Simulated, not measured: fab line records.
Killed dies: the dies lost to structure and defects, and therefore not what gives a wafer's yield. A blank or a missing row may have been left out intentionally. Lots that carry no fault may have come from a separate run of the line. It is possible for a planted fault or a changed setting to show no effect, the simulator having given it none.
Matching of chambers -- flow n5-finfet -- N5_MIM_BOT_LITHO_DESCUM_10 on rie-diel-04 has 4 sister chambers
The step chemistry O2, time 7.9 s. 4 wafers are shown with their chamber, then 7 later ones without.

== WAFERS PAIRED WITH THEIR CHAMBERS ==
wafer,chamber,showerhead-plenum-p-Torr (Torr)
L077.3,3,2.14
L081.1,2,2.11
L085.1,1,2.22
L085.2,0,2.03

== WAFERS MISSING THEIR CHAMBER ==
wafer,showerhead-plenum-p-Torr (Torr)
L085.6,2.11
L091.1,2.03
L091.3,2.11
L091.6,2.13
L096.1,2.02
L096.3,2.13
L096.5,2.21

== THE CHAMBER EACH PASSED THROUGH ==
wafer,from the rows above,in truth
L085.6,2,2
L091.1,0,0
L091.3,2,2
L091.6,can't be placed: 3 or 2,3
L096.1,0,0
L096.3,can't be placed: 3 or 2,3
L096.5,1,1
Correct placement for 5 of the 7. Cannot be placed on the basis of these rows: 2; the candidates contain the true chamber in 2. Wrongly placed: 0.
How it was worked out, from the rows above alone: a wafer's distance from a chamber is the root of the sum, over the readings, of the square of ((its reading less the chamber's mean) divided by the reading's scatter). The wafer belongs to the nearest chamber; if the next one is less than 2 further off, it can't be placed. Each chamber's mean is taken over the wafers shown for it. The scatter (one wafer shown for each chamber): square how far every hidden wafer sits from the nearest shown wafer, average those squares and take the square root.
